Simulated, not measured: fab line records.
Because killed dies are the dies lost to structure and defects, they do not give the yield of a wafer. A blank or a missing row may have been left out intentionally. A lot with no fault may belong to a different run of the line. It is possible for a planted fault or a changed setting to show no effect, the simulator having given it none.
fab line records + flow n5-finfet
record:
- lots: 7
- wafers: 39
route steps=1938 shown BEOL_M6@1239
start-h: hours from the record's first day to the start of the lot's first wafer shown + wait-h: hours elapsed since this lot's preceding step + " identical to the entry in the row above + L1.1+2: a single row standing in for several wafers + - no value present, or no start provided + * or withheld: withheld + < > ~ a bound
route shown NAME@n: names a module that has steps shown in the file, with the first one's number in the route + usual: mean and standard deviation over wafers with no fault + same: alike in all rows + chamber/n: place in a boat + sites: per-site readings + _std_site: how widely they spread, as a standard deviation + _edge_site: the outer-site mean with the inner-site mean subtracted + radius-mm: how far each site lies from the wafer's centre + mask NAME#n: copy n + behind: the last tool/chamber to shape the wafer + hold: the reason the lot was held/the length of the hold in hours/how it ended + device: which transistor (n, p or np) failed to switch + end of line: at the end of the route, the tests of the same wafers + for a step that has no rows: nothing shown but its recipe + killed: dies lost to structure and defects at the first sort, not the wafer's yield + map: the dies of a wafer, with x for killed, . for not killed, _ for no die there
set.NAME: the setting the step ran with; set.NAME@STEP: the setting that earlier step ran with + model.NAME: the simulator's own value behind a step, which no gauge read
lots where settings were altered on purpose, with a table for each step and a row for each wafer
== steps ==
step: N5_BEOL_M6_TRENCH_ETCH_37
recipe:
- chemistry: C4F6/O2
- target-depth-a: 944.35
- target: SiCOH_lowk
- time-s: 31.5
- ion-energy-ev: 250
- pressure-mtorr: 30
- source-w: 345
- bias-w: 185
- Ar_flow_sccm: 300
- C4F6_flow_sccm: 10
- O2_flow_sccm: 10
| lot.wafer | tool        | chamber | start-h | wait-h | set.target-depth-a | model.etch.depth-nm | model.BEOL_M6.feature-depth-nm | model.TiN_of_BEOL_M6_HM_DEP_02.thk-nm |
|-----------|-------------|---------|---------|--------|--------------------|---------------------|--------------------------------|---------------------------------------|
| L076.1    | rie-diel-04 | 0       | -       | -      | 944.35             | 91.23               | 91.2                           | 17                                    |
| L076.2    | "           | 1       | "       | "      | 516.7              | 52.63               | 52.6                           | 18.6                                  |
| L076.3    | "           | 2       | "       | "      | 944.35             | 92.4                | 92.4                           | 17.4                                  |
| L076.4    | "           | 3       | "       | "      | 944.35             | 96.33               | 96.4                           | 17                                    |
| L076.5    | "           | 0       | "       | "      | 516.7              | 49.76               | 49.8                           | 18.4                                  |
| L076.6    | "           | 3       | "       | "      | 516.7              | 53.13               | 53.2                           | 18.6                                  |
| L077.1    | rie-diel-04 | 2       | -       | -      | 944.35             | 93.31               | 93.4                           | 17.6                                  |
| L077.2    | "           | 3       | "       | "      | 1263               | 130.1               | 130                            | 16.6                                  |
| L077.3    | "           | 1       | "       | "      | 1263               | 129.3               | 129.2                          | 16.2                                  |
| L077.4    | "           | 0       | "       | "      | 944.35             | 91.6                | 91.6                           | 17.2                                  |
| L077.5    | "           | 0       | "       | "      | 944.35             | 91.14               | 91.2                           | 17.2                                  |
| L077.6    | "           | 3       | "       | "      | 1263               | 130                 | 130                            | 16                                    |
| L079.1    | rie-diel-04 | 2       | -       | -      | 944.35             | 93.04               | 93                             | 17.4                                  |
| L079.2    | "           | 0       | "       | "      | 536.3              | 51.22               | 51.2                           | 18.4                                  |
| L079.3    | "           | 3       | "       | "      | 944.35             | 97.73               | 97.8                           | 17.4                                  |
| L079.4    | "           | 1       | "       | "      | 536.3              | 55.33               | 55.4                           | 18.6                                  |
| L079.5    | "           | 1       | "       | "      | 944.35             | 97.31               | 97.4                           | 17.4                                  |
| L079.6    | "           | 2       | "       | "      | 536.3              | 52.33               | 52.4                           | 18.8                                  |
| L080.1    | rie-diel-05 | 2       | -       | -      | 734.3              | 73.13               | 73.2                           | 17.8                                  |
| L080.2    | "           | 0       | "       | "      | 944.35             | 94.76               | 94.8                           | 17.2                                  |
| L080.3    | "           | 1       | "       | "      | 944.35             | 92.87               | 92.8                           | 17.4                                  |
| L080.4    | "           | 3       | "       | "      | 944.35             | 94.37               | 94.4                           | 17.4                                  |
| L080.5    | "           | 0       | "       | "      | 734.3              | 73.44               | 73.4                           | 18                                    |
| L080.6    | "           | 3       | "       | "      | 734.3              | 72.12               | 72.2                           | 17.8                                  |
| L083.1    | rie-diel-04 | 3       | -       | -      | 592.2              | 60.3                | 60.4                           | 18.6                                  |
| L083.2    | "           | 2       | "       | "      | 944.35             | 91.64               | 91.6                           | 17.6                                  |
| L083.3    | "           | 1       | "       | "      | 944.35             | 96.03               | 96                             | 17.4                                  |
| L083.4    | "           | 0       | "       | "      | 944.35             | 96.48               | 96.4                           | 17.2                                  |
| L083.5    | "           | 1       | "       | "      | 592.2              | 59.95               | 60                             | 18.6                                  |
| L083.6    | "           | 2       | "       | "      | 592.2              | 57.52               | 57.6                           | 18.6                                  |
| L087.1    | rie-diel-06 | 3       | -       | -      | 640                | 65.03               | 65                             | 17.8                                  |
| L087.2    | "           | 1       | "       | "      | 640                | 64.82               | 64.8                           | 18.4                                  |
| L087.3    | "           | 2       | "       | "      | 640                | 64.72               | 64.8                           | 18.2                                  |
| L087.4    | "           | 0       | "       | "      | 944.35             | 95.13               | 95.2                           | 17.2                                  |
| L087.5    | "           | 2       | "       | "      | 944.35             | 94.82               | 94.8                           | 17                                    |
| L087.6    | "           | 3       | "       | "      | 944.35             | 95.91               | 96                             | 17                                    |
| L091.1    | rie-diel-05 | 1       | -       | -      | 944.35             | 91.14               | 91.2                           | 17.6                                  |
| L091.2    | "           | 2       | "       | "      | 944.35             | 93.6                | 93.6                           | 17.6                                  |
| L091.4    | "           | 1       | "       | "      | 944.35             | 91.29               | 91.2                           | 17.4                                  |
step: N5_BEOL_M6_ETCH_41
recipe:
- chemistry: CH3F/O2
- target: SiCN
- target-depth-a: 297
- taper-deg: 2
- time-s: 52
- ion-energy-ev: 120
- mask-material: TiN
- pressure-mtorr: 30
- source-w: 395
- bias-w: 75
- Ar_flow_sccm: 150
- CH3F_flow_sccm: 30
- O2_flow_sccm: 20
step: N5_BEOL_M6_STRIP_80
recipe:
- chemistry: N2/H2
- time-s: 10
- power-w: 450
- temp-c: 40
- pressure-mtorr: 20
- rf-frequency-hz: 6e+07
- bias-power-w: 7
- n2-flow-sccm: 200
- h2-flow-sccm: 200
step: N5_BEOL_M6_OCD_MEAS_38
usual:
- trench-depth-nm: 94.0/1.9
| lot.wafer | tool   | chamber | start-h | wait-h | set.target-depth-a@BEOL_M6_TRENCH_ETCH_37 | trench-depth-nm |
|-----------|--------|---------|---------|--------|-------------------------------------------|-----------------|
| L076.1    | ocd-01 | -       | 211.07  | -      | 944.35                                    | 91.1            |
| L076.2    | "      | -       | "       | "      | 516.7                                     | 52.7            |
| L076.3    | "      | -       | "       | "      | 944.35                                    | 92.9            |
| L076.4    | "      | -       | "       | "      | 944.35                                    | 96.2            |
| L076.5    | "      | -       | "       | "      | 516.7                                     | 49.9            |
| L076.6    | "      | -       | "       | "      | 516.7                                     | 53.0            |
| L077.1    | ocd-01 | -       | 212.99  | -      | 944.35                                    | 93.4            |
| L077.2    | "      | -       | "       | "      | 1263                                      | 130.2           |
| L077.3    | "      | -       | "       | "      | 1263                                      | 128.9           |
| L077.4    | "      | -       | "       | "      | 944.35                                    | 91.6            |
| L077.5    | "      | -       | "       | "      | 944.35                                    | 90.8            |
| L077.6    | "      | -       | "       | "      | 1263                                      | 130.1           |
| L079.1    | ocd-01 | -       | 236.78  | -      | 944.35                                    | 92.7            |
| L079.2    | "      | -       | "       | "      | 536.3                                     | 50.9            |
| L079.3    | "      | -       | "       | "      | 944.35                                    | 97.5            |
| L079.4    | "      | -       | "       | "      | 536.3                                     | 55.1            |
| L079.5    | "      | -       | "       | "      | 944.35                                    | 97.3            |
| L079.6    | "      | -       | "       | "      | 536.3                                     | 52.3            |
| L080.1    | ocd-02 | -       | 265.30  | -      | 734.3                                     | 72.8            |
| L080.2    | "      | -       | "       | "      | 944.35                                    | 94.6            |
| L080.3    | "      | -       | "       | "      | 944.35                                    | 92.8            |
| L080.4    | "      | -       | "       | "      | 944.35                                    | 94.2            |
| L080.5    | "      | -       | "       | "      | 734.3                                     | 73.2            |
| L080.6    | "      | -       | "       | "      | 734.3                                     | 72.4            |
| L083.1    | ocd-02 | -       | 267.06  | -      | 592.2                                     | 60.0            |
| L083.2    | "      | -       | "       | "      | 944.35                                    | 91.8            |
| L083.3    | "      | -       | "       | "      | 944.35                                    | 95.6            |
| L083.4    | "      | -       | "       | "      | 944.35                                    | 97.0            |
| L083.5    | "      | -       | "       | "      | 592.2                                     | 59.7            |
| L083.6    | "      | -       | "       | "      | 592.2                                     | 57.5            |
| L087.1    | ocd-02 | -       | 302.70  | -      | 640                                       | 65.0            |
| L087.2    | "      | -       | "       | "      | 640                                       | 64.7            |
| L087.3    | "      | -       | "       | "      | 640                                       | 64.9            |
| L087.4    | "      | -       | "       | "      | 944.35                                    | 95.0            |
| L087.5    | "      | -       | "       | "      | 944.35                                    | 95.1            |
| L087.6    | "      | -       | "       | "      | 944.35                                    | 95.6            |
| L091.1    | ocd-02 | -       | 306.07  | -      | 944.35                                    | 91.3            |
| L091.2    | "      | -       | "       | "      | 944.35                                    | 93.0            |
| L091.4    | "      | -       | "       | "      | 944.35                                    | 91.0            |
step: N5_BEOL_M6_HM_STRIP_39
recipe:
- chemistry: peroxide-tin-strip
- material: TiN
- target-depth-a: 250
- temp-c: 50
- time-s: 158
step: N5_BEOL_M6_SRD_40
recipe:
- time-s: 30
- temp-c: 23
- rinse-liquid: diw
- dry: ipa-marangoni
step: N5_BEOL_M6_ECD_50
recipe:
- material: Cu
- target-thk-a: 3000
step: N5_BEOL_M6_ANNEAL_51
recipe:
- temp-c: 225
- time-s: 90
- ambient: N2
step: N5_BEOL_M6_CMP_52
recipe:
- stop-on: SiCOH_lowk
- t-overpolish-s: 6.9
- down-force-psi: 1
- platen-rpm: 50
- clearing-platen-down-force-psi: 1.5
- clearing-platen-rpm: 50
- post-cmp-clean: cu-alkaline
- target-thk-nm: 80
- clearing-platen-pad-velocity-m-s: 0.99484
- pad-velocity-m-s: 0.99484
| lot.wafer | tool   | chamber | start-h | wait-h | set.target-depth-a@BEOL_M6_TRENCH_ETCH_37 | model.Cu_of_BEOL_M6_ECD_50.thk-nm |
|-----------|--------|---------|---------|--------|-------------------------------------------|-----------------------------------|
| L076.1    | cmp-01 | 2       | 216.24  | 0.3    | 944.35                                    | 76.6                              |
| L076.2    | "      | 3       | "       | "      | 516.7                                     | 39.6                              |
| L076.3    | "      | 0       | "       | "      | 944.35                                    | 78.8                              |
| L076.4    | "      | 1       | "       | "      | 944.35                                    | 82.2                              |
| L076.6    | "      | 2       | "       | "      | 516.7                                     | 37.8                              |
| L076.5    | "      | 3       | "       | "      | 516.7                                     | 37.2                              |
| L077.1    | cmp-02 | 1       | 217.95  | 0.3    | 944.35                                    | 78.4                              |
| L077.3    | "      | 2       | "       | "      | 1263                                      | 111.6                             |
| L077.2+6  | "      | 3,1     | "       | "      | 1263                                      | 115.4                             |
| L077.4    | "      | 0       | "       | "      | 944.35                                    | 77.6                              |
| L077.5    | "      | 2       | "       | "      | 944.35                                    | 75                                |
| L079.2    | cmp-02 | 2       | 244.40  | 0.2    | 536.3                                     | 36.6                              |
| L079.3    | "      | 3       | "       | "      | 944.35                                    | 83                                |
| L079.4    | "      | 0       | "       | "      | 536.3                                     | 40.4                              |
| L079.1    | "      | 1       | "       | "      | 944.35                                    | 78.8                              |
| L079.5    | "      | 2       | "       | "      | 944.35                                    | 82.8                              |
| L079.6    | "      | 3       | "       | "      | 536.3                                     | 38.4                              |
| L080.2    | cmp-01 | 3       | 268.24  | 0.2    | 944.35                                    | 82                                |
| L080.3    | "      | 0       | "       | "      | 944.35                                    | 78.6                              |
| L080.1    | "      | 1       | "       | "      | 734.3                                     | 59.6                              |
| L080.4    | "      | 2       | "       | "      | 944.35                                    | 79.4                              |
| L080.5    | "      | 3       | "       | "      | 734.3                                     | 60.4                              |
| L080.6    | "      | 0       | "       | "      | 734.3                                     | 58.4                              |
| L083.4    | cmp-01 | 1       | 269.55  | 0.1    | 944.35                                    | 81.8                              |
| L083.1    | "      | 2       | "       | "      | 592.2                                     | 45.2                              |
| L083.3    | "      | 3       | "       | "      | 944.35                                    | 82.8                              |
| L083.2    | "      | 0       | "       | "      | 944.35                                    | 77                                |
| L083.6    | "      | 1       | "       | "      | 592.2                                     | 42.8                              |
| L083.5    | "      | 2       | "       | "      | 592.2                                     | 43.8                              |
| L087.3    | cmp-04 | 1       | 304.95  | 0.2    | 640                                       | 51.2                              |
| L087.2    | "      | 2       | "       | "      | 640                                       | 50.8                              |
| L087.4    | "      | 3       | "       | "      | 944.35                                    | 82.6                              |
| L087.1    | "      | 0       | "       | "      | 640                                       | 52.8                              |
| L087.5    | "      | 1       | "       | "      | 944.35                                    | 81.2                              |
| L087.6    | "      | 2       | "       | "      | 944.35                                    | 82.8                              |
| L091.4    | cmp-02 | 0       | 308.45  | 0.1    | 944.35                                    | 76                                |
| L091.2    | "      | 1       | "       | "      | 944.35                                    | 78.8                              |
| L091.1    | "      | 2       | "       | "      | 944.35                                    | 76.4                              |
step: N5_BEOL_M6_THK_MEAS_53
recipe:
- thk-meas-gauge: xrf
- reads: Cu_of_BEOL_M6_ECD_50
usual:
- M6_THK: 79.0/2.2
| lot.wafer | tool          | chamber | start-h | wait-h | set.target-depth-a@BEOL_M6_TRENCH_ETCH_37 | M6_THK[nm] |
|-----------|---------------|---------|---------|--------|-------------------------------------------|------------|
| L076.1    | film-metro-01 | -       | 216.54  | -      | 944.35                                    | 75.4       |
| L076.2    | "             | -       | "       | "      | 516.7                                     | 38.9       |
| L076.3    | "             | -       | "       | "      | 944.35                                    | 77.5       |
| L076.4    | "             | -       | "       | "      | 944.35                                    | 81.2       |
| L076.5    | "             | -       | "       | "      | 516.7                                     | 36.6       |
| L076.6    | "             | -       | "       | "      | 516.7                                     | 37.5       |
| L077.1    | film-metro-02 | -       | 218.25  | -      | 944.35                                    | 77.0       |
| L077.2    | "             | -       | "       | "      | 1263                                      | 113.8      |
| L077.3    | "             | -       | "       | "      | 1263                                      | 109.9      |
| L077.4    | "             | -       | "       | "      | 944.35                                    | 76.7       |
| L077.5    | "             | -       | "       | "      | 944.35                                    | 73.6       |
| L077.6    | "             | -       | "       | "      | 1263                                      | 113.6      |
| L079.1    | film-metro-01 | -       | 244.69  | -      | 944.35                                    | 78.3       |
| L079.2    | "             | -       | "       | "      | 536.3                                     | 36.4       |
| L079.3    | "             | -       | "       | "      | 944.35                                    | 82.4       |
| L079.4    | "             | -       | "       | "      | 536.3                                     | 40.1       |
| L079.5    | "             | -       | "       | "      | 944.35                                    | 82.1       |
| L079.6    | "             | -       | "       | "      | 536.3                                     | 38.0       |
| L080.1    | film-metro-02 | -       | 268.53  | -      | 734.3                                     | 58.6       |
| L080.2    | "             | -       | "       | "      | 944.35                                    | 81.1       |
| L080.3    | "             | -       | "       | "      | 944.35                                    | 77.8       |
| L080.4    | "             | -       | "       | "      | 944.35                                    | 78.6       |
| L080.5    | "             | -       | "       | "      | 734.3                                     | 60.1       |
| L080.6    | "             | -       | "       | "      | 734.3                                     | 58.1       |
| L083.1    | film-metro-02 | -       | 269.84  | -      | 592.2                                     | 44.9       |
| L083.2    | "             | -       | "       | "      | 944.35                                    | 76.4       |
| L083.3    | "             | -       | "       | "      | 944.35                                    | 81.9       |
| L083.4    | "             | -       | "       | "      | 944.35                                    | 81.3       |
| L083.5    | "             | -       | "       | "      | 592.2                                     | 43.4       |
| L083.6    | "             | -       | "       | "      | 592.2                                     | 42.6       |
| L087.1    | film-metro-01 | -       | 305.24  | -      | 640                                       | 52.2       |
| L087.2    | "             | -       | "       | "      | 640                                       | 50.5       |
| L087.3    | "             | -       | "       | "      | 640                                       | 50.9       |
| L087.4    | "             | -       | "       | "      | 944.35                                    | 82.2       |
| L087.5    | "             | -       | "       | "      | 944.35                                    | 80.7       |
| L087.6    | "             | -       | "       | "      | 944.35                                    | 82.4       |
| L091.1    | film-metro-02 | -       | 308.74  | -      | 944.35                                    | 75.5       |
| L091.2    | "             | -       | "       | "      | 944.35                                    | 78.3       |
| L091.4    | "             | -       | "       | "      | 944.35                                    | 75.3       |
step: N5_BEOL_M6_PRE_CLEAN_55
recipe:
- gas: NH3
- time-s: 15
- temp-c: withheld
- rf-power-w: 300
step: N5_BEOL_M6_DEP_56
recipe:
- material: SiCN
- target-thk-a: 100
- temp-c: withheld
- precursor: 3MS/NH3
- pressure-torr: 3
- rf-w: 202
- time-s: 17.5
step: N5_BEOL_M6_RS_MEAS_57
recipe:
- thk-meas-gauge: four-point-probe
- reads: Cu_of_BEOL_M6_ECD_50+Co_of_BEOL_M6_CVD_78+TaN_of_BEOL_M6_ALD_77
usual:
- M6_RS: 0.288/0.0089
| lot.wafer | tool          | chamber | start-h | wait-h | set.target-depth-a@BEOL_M6_TRENCH_ETCH_37 | M6_RS[ohm/sq] |
|-----------|---------------|---------|---------|--------|-------------------------------------------|---------------|
| L076.1    | film-metro-02 | -       | 216.67  | 0.1    | 944.35                                    | 0.302         |
| L076.2    | "             | -       | "       | "      | 516.7                                     | 0.684         |
| L076.3    | "             | -       | "       | "      | 944.35                                    | 0.291         |
| L076.4    | "             | -       | "       | "      | 944.35                                    | 0.277         |
| L076.5    | "             | -       | "       | "      | 516.7                                     | 0.741         |
| L076.6    | "             | -       | "       | "      | 516.7                                     | 0.723         |
| L077.1    | film-metro-02 | -       | 218.38  | 0.1    | 944.35                                    | 0.294         |
| L077.2    | "             | -       | "       | "      | 1263                                      | 0.188         |
| L077.3    | "             | -       | "       | "      | 1263                                      | 0.195         |
| L077.4    | "             | -       | "       | "      | 944.35                                    | 0.296         |
| L077.5    | "             | -       | "       | "      | 944.35                                    | 0.309         |
| L077.6    | "             | -       | "       | "      | 1263                                      | 0.188         |
| L079.1    | film-metro-01 | -       | 244.82  | 0.1    | 944.35                                    | 0.290         |
| L079.2    | "             | -       | "       | "      | 536.3                                     | 0.751         |
| L079.3    | "             | -       | "       | "      | 944.35                                    | 0.274         |
| L079.4    | "             | -       | "       | "      | 536.3                                     | 0.663         |
| L079.5    | "             | -       | "       | "      | 944.35                                    | 0.274         |
| L079.6    | "             | -       | "       | "      | 536.3                                     | 0.709         |
| L080.1    | film-metro-01 | -       | 268.66  | 0.1    | 734.3                                     | 0.407         |
| L080.2    | "             | -       | "       | "      | 944.35                                    | 0.277         |
| L080.3    | "             | -       | "       | "      | 944.35                                    | 0.292         |
| L080.4    | "             | -       | "       | "      | 944.35                                    | 0.288         |
| L080.5    | "             | -       | "       | "      | 734.3                                     | 0.400         |
| L080.6    | "             | -       | "       | "      | 734.3                                     | 0.416         |
| L083.1    | film-metro-01 | -       | 269.97  | 0.1    | 592.2                                     | 0.574         |
| L083.2    | "             | -       | "       | "      | 944.35                                    | 0.299         |
| L083.3    | "             | -       | "       | "      | 944.35                                    | 0.275         |
| L083.4    | "             | -       | "       | "      | 944.35                                    | 0.278         |
| L083.5    | "             | -       | "       | "      | 592.2                                     | 0.599         |
| L083.6    | "             | -       | "       | "      | 592.2                                     | 0.614         |
| L087.1    | film-metro-02 | -       | 305.37  | 0.1    | 640                                       | 0.472         |
| L087.2    | "             | -       | "       | "      | 640                                       | 0.496         |
| L087.3    | "             | -       | "       | "      | 640                                       | 0.492         |
| L087.4    | "             | -       | "       | "      | 944.35                                    | 0.276         |
| L087.5    | "             | -       | "       | "      | 944.35                                    | 0.282         |
| L087.6    | "             | -       | "       | "      | 944.35                                    | 0.275         |
| L091.1    | film-metro-01 | -       | 308.90  | 0.1    | 944.35                                    | 0.302         |
| L091.2    | "             | -       | "       | "      | 944.35                                    | 0.291         |
| L091.4    | "             | -       | "       | "      | 944.35                                    | 0.303         |
== key ==
split:
- step: N5_BEOL_M6_TRENCH_ETCH_37
- setting: target-depth-a
- stated: 944.35
- by: wafer
response:
- step: N5_BEOL_M6_TRENCH_ETCH_37
- reading: model.etch.depth-nm
- change: +0.976
- per: 1%
- r: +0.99
response:
- step: N5_BEOL_M6_TRENCH_ETCH_37
- reading: model.BEOL_M6.feature-depth-nm
- change: +0.975
- per: 1%
- r: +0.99
response:
- step: N5_BEOL_M6_TRENCH_ETCH_37
- reading: model.TiN_of_BEOL_M6_HM_DEP_02.thk-nm
- change: -0.0304
- per: 1%
- r: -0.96
response:
- step: N5_BEOL_M6_OCD_MEAS_38
- reading: trench-depth-nm
- change: +0.977
- per: 1%
- r: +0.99
response:
- step: N5_BEOL_M6_CMP_52
- reading: model.Cu_of_BEOL_M6_ECD_50.thk-nm
- change: +0.975
- per: 1%
- r: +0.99
response:
- step: N5_BEOL_M6_THK_MEAS_53
- reading: M6_THK
- change: +0.965
- per: 1%
- r: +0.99
response:
- step: N5_BEOL_M6_RS_MEAS_57
- reading: M6_RS
- change: -0.00784
- per: 1%
- r: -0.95
